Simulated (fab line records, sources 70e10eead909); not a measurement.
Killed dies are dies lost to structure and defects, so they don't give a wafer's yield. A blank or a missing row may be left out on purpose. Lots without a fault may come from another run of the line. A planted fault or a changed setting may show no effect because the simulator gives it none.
fab line records | flow nand_harc | part 2 of 2: steps 4 to 6 of 6
record lots=23 wafers=69 last_day=24
route steps=1159 shown A_STAIRCASE@564
lots that met no fault: from a run of the same line without faults
start_h: hours from the record's first day to the start of the lot's first wafer shown | wait_h: hours since the lot's step before | " the same as in the row above | L1.1+2: a row that stands for several wafers | - no value, or no start given | * or withheld: withheld | < > ~ a bound
route shown NAME@n: a module of which the file shows steps, and the number in the route of the first | usual: mean/standard deviation of fault-free wafers | same: alike in all rows | chamber/n: place in a boat | sites: the reading at each site | _std_site: their standard deviation | _edge_site: outer sites' mean less inner sites' | radius_mm: how far each site lies from the wafer's centre | mask NAME#n: copy n | behind: the tool/chamber that last shaped the wafer | hold: why the lot was held/for how many hours/how that ended | device: the transistor (n, p or np) that didn't switch | end of line: the same wafers' tests at the end of the route | a step without rows: its recipe alone | killed: dies lost to structure and defects at the first sort, not the wafer's yield | map: a wafer's dies, x killed, . not, _ none there
set.NAME: the setting as run; set.NAME@STEP: as run at that earlier step | model.NAME: the simulator's own value behind a step, which no gauge read
steps of the route over a sample of lots; a table a step, a row a wafer
services: from which hour (start_h, from the record's first day; less than 0 if before it) a tool's chamber was out of use, for how many hours, and why
## steps
# step NHARC_A_STAIRCASE_TRIM_226
# recipe time_s=211.2 o2_flow_sccm=500 ar_flow_sccm=0 bias_w=0 chemistry=O2
# usual drypump_motor_current_A=5.8/0.5 o2_flow_sccm=500.2/1.6 oes_product_au=0.996/0.0097 rf_vpp_V=57.9/0.88 showerhead_plenum_p_Torr=3.54/0.12 throttle_valve_pct=17.037/0.0093
# columns lot.wafer tool chamber start_h wait_h drypump_motor_current_A o2_flow_sccm oes_product_au rf_hours_counter_h rf_vpp_V showerhead_plenum_p_Torr throttle_valve_pct
L074.1 rie_diel-08 3 - - 5.1 498.6 1.003 45 57.5 3.47 17.050
L074.2 " 1 " " 6.6 503.1 0.990 44 56.8 3.71 17.043
L074.6 " 3 " " 5.2 499.3 0.999 - 57.8 3.47 17.036
L075.1 rie_diel-12 3 - - 4.7 499.1 0.995 18 58.3 3.44 17.044
L075.2 " 0 " " 5.8 498.7 0.988 13 59.1 3.52 17.033
L075.6 " 3 " " 4.8 498.8 1.005 - 56.2 3.44 17.030
L076.1 rie_diel-08 1 - - 6.6 499.5 0.989 49 56.3 3.70 17.024
L076.5 " 3 " " 5.1 502.0 0.969 - 58.4 3.47 17.019
L076.4 " 1 " " 6.6 498.1 0.992 - 60.1 3.70 17.049
L078.2 rie_diel-12 1 - - 6.0 501.4 0.994 23 57.4 3.66 17.035
L078.1 " 3 " " 4.7 501.7 1.008 25 58.4 3.44 17.033
L078.5 " 2 " " 5.4 500.1 1.011 - 57.6 3.53 17.043
L077.4 rie_diel-08 2 - - 5.8 499.2 1.015 45 57.4 3.32 17.031
L077.3 " 0 " " 5.8 502.7 0.994 42 58.5 3.41 17.038
L077.5 " 1 " " 6.6 500.8 0.998 - 58.6 3.70 17.033
L080.4 rie_diel-06 3 - - 6.1 502.3 0.995 8 58.6 3.68 17.022
L080.1 " 0 " " 5.2 499.7 0.988 8 57.0 3.47 17.041
L080.6 " 0 " " 5.2 499.2 0.992 - 57.1 3.47 17.022
L079.3 rie_diel-06 0 - - 5.2 501.7 0.990 8 58.1 3.47 17.033
L079.5 " 0 " " 5.2 503.0 0.998 - 57.9 3.47 17.051
L079.6 " 1 " " 5.8 500.8 0.981 - 56.5 3.65 17.048
L082.1 rie_diel-08 2 - - 5.9 500.6 1.015 51 57.1 3.32 17.040
L082.3 " 3 " " 5.2 500.0 0.988 60 56.3 3.46 17.016
L082.5 " 1 " " 6.6 501.3 0.990 - 58.1 3.70 17.027
L083.2 rie_diel-06 3 - - 6.1 502.8 0.995 14 58.0 3.67 17.030
L083.6 " 2 " " 6.1 501.0 1.006 - 58.1 3.60 17.051
L083.5 " 3 " " 6.1 499.3 0.993 - 57.8 3.67 17.051
L081.2 rie_diel-08 1 - - 6.6 500.2 0.993 62 58.4 3.70 17.020
L081.1 " 3 " " 5.2 498.9 0.994 63 57.8 3.46 17.031
L081.5 " 0 " " 5.8 503.2 0.998 - 57.1 3.41 17.041
L085.1 rie_diel-12 1 - - 6.0 498.9 0.978 37 56.7 3.65 17.048
L085.5 " 2 " " 5.4 500.5 1.010 - 57.1 3.52 17.028
L085.6 " 3 " " 4.7 499.1 0.992 - 57.4 3.43 17.032
L084.4 rie_diel-12 2 - - 5.5 498.0 0.994 40 58.3 3.52 17.052
L084.1 " 0 " " 5.9 499.9 0.980 34 57.9 3.51 17.038
L084.5 " 2 " " 5.5 499.2 0.999 - 58.2 3.52 17.043
L086.1 rie_diel-06 3 - - 6.2 498.4 1.003 28 58.8 3.66 17.030
L086.4 " 0 " " 5.3 500.1 0.989 28 58.5 3.46 17.047
L086.2 " 2 " " 6.1 500.2 1.018 29 57.8 3.59 17.044
L087.1 rie_diel-12 3 - - 4.8 498.5 0.989 46 58.1 3.42 17.022
L087.3 " 0 " " 5.8 501.2 0.993 40 57.8 3.51 17.038
L087.5 " 3 " " 4.7 502.3 0.999 - 56.9 3.43 17.037
L088.4 rie_diel-06 3 - - 6.2 498.4 1.003 29 57.4 3.66 17.051
L088.2 " 0 " " 5.2 499.6 0.988 30 57.0 3.46 17.038
L088.6 " 3 " " 6.1 496.8 0.999 - 56.9 3.66 17.029
L089.4 rie_diel-06 2 - - 6.2 500.7 0.999 32 57.2 3.59 17.042
L089.6 " 1 " " 5.9 500.3 0.996 - 60.0 3.64 17.024
L089.5 " 2 " " 6.2 499.0 1.007 - 57.9 3.59 17.031
L090.2 rie_diel-08 0 - - 5.8 501.2 1.001 11 57.2 3.40 17.046
L090.4 " 3 " " 5.2 498.6 1.002 14 57.6 3.45 17.029
L090.6 " 0 " " 5.8 502.8 0.999 - 57.6 3.40 17.036
L091.1 rie_diel-06 2 - - 6.1 499.7 1.008 38 56.6 3.59 17.042
L091.3 " 0 " " 5.2 500.8 0.986 37 58.1 3.46 17.041
L091.6 " 2 " " 6.2 503.4 1.011 - 59.6 3.59 17.040
L093.1 rie_diel-08 3 - - 5.2 502.1 0.994 16 56.0 3.45 17.033
L093.2 " 1 " " 6.6 502.6 0.985 13 58.7 3.69 17.050
L093.3 " 2 " " 5.8 500.6 1.006 16 59.8 3.31 17.051
L094.3 rie_diel-08 2 - - 5.8 500.6 1.010 20 57.1 3.30 17.033
L094.4 " 0 " " 5.8 500.7 1.001 18 58.1 3.40 17.013
L094.6 " 1 " " 6.6 497.5 0.989 - 59.1 3.68 17.042
L095.3 rie_diel-06 3 - - 6.1 500.0 1.000 39 56.7 3.66 17.058
L095.5 " 3 " " 6.2 499.0 1.009 - 57.5 3.66 17.043
L095.6 " 0 " " 5.2 500.2 0.987 - 58.6 3.45 17.035
L097.2 rie_diel-12 0 - - 5.9 499.5 0.992 57 57.0 3.50 17.038
L097.1 " 1 " " 6.0 501.2 0.977 62 58.6 3.63 17.018
L097.6 " 0 " " 5.9 501.8 0.991 - 56.3 3.50 17.034
L096.1 rie_diel-08 2 - - 5.8 502.2 1.004 29 58.1 3.30 17.038
L096.4 " 1 " " 6.6 501.1 0.990 26 60.3 3.68 17.042
L096.6 " 2 " " 5.8 499.6 1.009 - 57.6 3.30 17.024
# step NHARC_A_STAIRCASE_ETCH_232
# recipe target_depth_a=1000 time_s=40.5 ion_energy_ev=400 c4f8_flow_sccm=20 o2_flow_sccm=10 ar_flow_sccm=withheld rf_w=600 bias_w=1000 chemistry=C4F8/O2
# usual oes_product_au=0.943/0.012 rf_vpp_V=896/4.5
# columns lot.wafer tool chamber start_h wait_h oes_product_au rf_hours_counter_h rf_vpp_V
L074.1 rie_diel-08 3 - - 0.928 46 894
L074.2 " 1 " " 0.938 45 904
L074.6 " 1 " " 0.922 - 902
L075.1 rie_diel-06 3 - - 0.948 1 902
L075.2 " 1 " " 0.937 1 900
L075.6 " 3 " " 0.952 - 902
L076.4 rie_diel-06 0 - - 0.935 3 895
L076.1 " 2 " " 0.939 3 898
L076.5 " 0 " " 0.937 - 893
L078.2 rie_diel-12 1 - - 0.923 23 901
L078.1 " 3 " " 0.954 25 893
L078.5 " 1 " " 0.921 - 900
L077.3 rie_diel-06 2 - - 0.964 7 898
L077.4 " 3 " " 0.954 7 900
L077.5 " 3 " " 0.947 - 902
L080.1 rie_diel-08 1 - - 0.956 55 902
L080.4 " 2 " " 0.967 48 888
L080.6 " 1 " " 0.943 - 903
L079.3 rie_diel-08 2 - - 0.948 49 889
L079.6 " 1 " " 0.945 - 903
L079.5 " 2 " " 0.961 - 889
L082.3 rie_diel-08 0 - - 0.943 47 893
L082.1 " 1 " " 0.947 59 902
L082.5 " 3 " " 0.935 - 894
L083.2 rie_diel-06 3 - - 0.940 15 902
L083.5 " 1 " " 0.934 - 901
L083.6 " 2 " " 0.940 - 900
L081.1 rie_diel-06 0 - - 0.951 16 894
L081.2 " 1 " " 0.928 16 900
L081.5 " 3 " " 0.975 - 901
L085.1 rie_diel-12 3 - - 0.931 41 891
L085.6 " 1 " " 0.923 - 902
L085.5 " 2 " " 0.954 - 896
L084.4 rie_diel-12 3 - - 0.939 41 891
L084.1 " 1 " " 0.935 38 902
L084.5 " 2 " " 0.956 - 895
L086.2 rie_diel-08 0 - - 0.934 4 892
L086.4 " 2 " " 0.938 6 888
L086.1 " 3 " " 0.936 6 894
L087.1 rie_diel-08 0 - - 0.940 4 891
L087.3 " 1 " " 0.924 5 903
L087.5 " 2 " " 0.944 - 888
L088.2 rie_diel-12 1 - - 0.939 48 901
L088.4 " 0 " " 0.943 43 895
L088.6 " 2 " " 0.952 - 896
L089.4 rie_diel-06 1 - - 0.938 31 899
L089.5 " 3 " " 0.941 - 901
L089.6 " 0 " " 0.938 - 895
L090.4 rie_diel-12 3 - - 0.953 53 891
L090.2 " 0 " " 0.936 48 897
L090.6 " 2 " " 0.956 - 895
L091.3 rie_diel-08 3 - - 0.937 15 895
L091.1 " 1 " " 0.958 13 901
L091.6 " 2 " " 0.958 - 887
L093.1 rie_diel-08 1 - - 0.949 14 901
L093.3 " 2 " " 0.949 16 887
L093.2 " 3 " " 0.928 16 893
L094.4 rie_diel-06 1 - - 0.940 41 900
L094.3 " 2 " " 0.947 43 896
L094.6 " 3 " " 0.945 - 900
L095.3 rie_diel-12 2 - - 0.962 58 896
L095.5 " 2 " " 0.963 - 896
L095.6 " 3 " " 0.928 - 892
L097.2 rie_diel-06 3 - - 0.957 45 899
L097.1 " 0 " " 0.960 46 893
L097.6 " 3 " " 0.955 - 899
L096.1 rie_diel-08 0 - - 0.933 27 891
L096.4 " 3 " " 0.911 31 893
L096.6 " 0 " " 0.937 - 891
# step NHARC_A_STAIRCASE_ETCH_234
# recipe target_depth_a=1000 time_s=40.5 ion_energy_ev=400 c4f8_flow_sccm=20 o2_flow_sccm=10 ar_flow_sccm=withheld rf_w=600 bias_w=1000 chemistry=C4F8/O2
# usual oes_product_au=0.939/0.012 rf_vpp_V=896/4.4
# columns lot.wafer tool chamber start_h wait_h oes_product_au rf_hours_counter_h rf_vpp_V
L074.1 rie_diel-08 3 - - 0.932 46 894
L074.2 " 1 " " 0.929 45 902
L074.6 " 3 " " 0.943 - 894
L075.1 rie_diel-06 1 - - 0.946 1 901
L075.2 " 2 " " 0.973 1 899
L075.6 " 0 " " 0.924 - 894
L076.1 rie_diel-06 2 - - 0.944 3 898
L076.4 " 3 " " 0.942 3 900
L076.5 " 1 " " 0.926 - 900
L078.1 rie_diel-12 1 - - 0.924 23 902
L078.2 " 2 " " 0.939 25 895
L078.5 " 0 " " 0.910 - 895
L077.4 rie_diel-06 2 - - 0.947 7 900
L077.3 " 1 " " 0.930 7 899
L077.5 " 2 " " 0.944 - 899
L080.1 rie_diel-08 3 - - 0.946 57 894
L080.4 " 1 " " 0.953 55 902
L080.6 " 0 " " 0.946 - 893
L079.3 rie_diel-08 1 - - 0.952 56 901
L079.6 " 0 " " 0.948 - 892
L079.5 " 1 " " 0.950 - 903
L082.1 rie_diel-08 2 - - 0.966 51 888
L082.3 " 3 " " 0.941 60 895
L082.5 " 1 " " 0.932 - 903
L083.2 rie_diel-06 2 - - 0.955 15 898
L083.5 " 1 " " 0.936 - 899
L083.6 " 2 " " 0.956 - 900
L081.1 rie_diel-06 3 - - 0.957 17 901
L081.2 " 0 " " 0.954 16 894
L081.5 " 0 " " 0.950 - 893
L085.1 rie_diel-12 1 - - 0.923 38 900
L085.6 " 1 " " 0.925 - 900
L085.5 " 2 " " 0.955 - 897
L084.1 rie_diel-12 3 - - 0.927 41 892
L084.4 " 2 " " 0.934 40 895
L084.5 " 3 " " 0.930 - 893
L086.4 rie_diel-08 1 - - 0.939 5 902
L086.2 " 2 " " 0.950 6 887
L086.1 " 0 " " 0.937 4 891
L087.1 rie_diel-08 1 - - 0.921 5 903
L087.3 " 3 " " 0.933 6 894
L087.5 " 2 " " 0.949 - 888
L088.4 rie_diel-12 0 - - 0.942 43 894
L088.2 " 2 " " 0.954 49 894
L088.6 " 1 " " 0.941 - 900
L089.4 rie_diel-06 0 - - 0.931 33 894
L089.6 " 2 " " 0.933 - 899
L089.5 " 3 " " 0.940 - 903
L090.4 rie_diel-12 3 - - 0.939 53 891
L090.2 " 1 " " 0.933 53 900
L090.6 " 3 " " 0.937 - 891
L091.1 rie_diel-08 0 - - 0.934 12 891
L091.3 " 3 " " 0.933 15 893
L091.6 " 1 " " 0.921 - 903
L093.3 rie_diel-08 0 - - 0.945 14 893
L093.2 " 2 " " 0.942 16 888
L093.1 " 3 " " 0.935 16 893
L094.4 rie_diel-06 1 - - 0.936 41 900
L094.3 " 3 " " 0.934 40 901
L094.6 " 1 " " 0.939 - 899
L095.3 rie_diel-12 1 - - 0.912 56 901
L095.6 " 2 " " 0.945 - 896
L095.5 " 3 " " 0.934 - 892
L097.1 rie_diel-06 3 - - 0.947 45 900
L097.2 " 0 " " 0.953 46 893
L097.6 " 2 " " 0.953 - 897
L096.1 rie_diel-08 1 - - 0.939 27 903
L096.4 " 3 " " 0.924 31 894
L096.6 " 0 " " 0.945 - 890
## services
# columns tool chamber start_h hours kind
rie_diel-12 0 217.92 8.8 repair
rie_diel-08 0 221.02 31.8 repair
rie_diel-12 - 221.21 0.3 repair
rie_diel-08 1 231.97 - clean
rie_diel-08 2 231.97 - clean
rie_diel-08 3 231.97 - clean
rie_diel-08 3 240.57 5.9 repair
rie_diel-06 - 241.21 9.0 pm
rie_diel-08 2 245.58 13.5 repair
rie_diel-08 0 256.62 - clean
rie_diel-08 1 256.62 - clean
rie_diel-08 3 256.62 - clean
rie_diel-12 2 271.12 2.6 repair
rie_diel-08 0 281.12 - clean
rie_diel-08 1 281.12 - clean
rie_diel-08 2 281.12 - clean
rie_diel-08 3 281.12 - clean
rie_diel-06 - 289.23 1.7 repair
rie_diel-08 3 298.52 - consumable_replace:focus_ring
rie_diel-08 - 301.88 9.0 pm
rie_diel-06 1 302.71 4.0 repair
rie_diel-12 2 373.74 7.6 repair
rie_diel-12 - 379.46 9.0 pm
rie_diel-06 2 381.35 7.2 repair
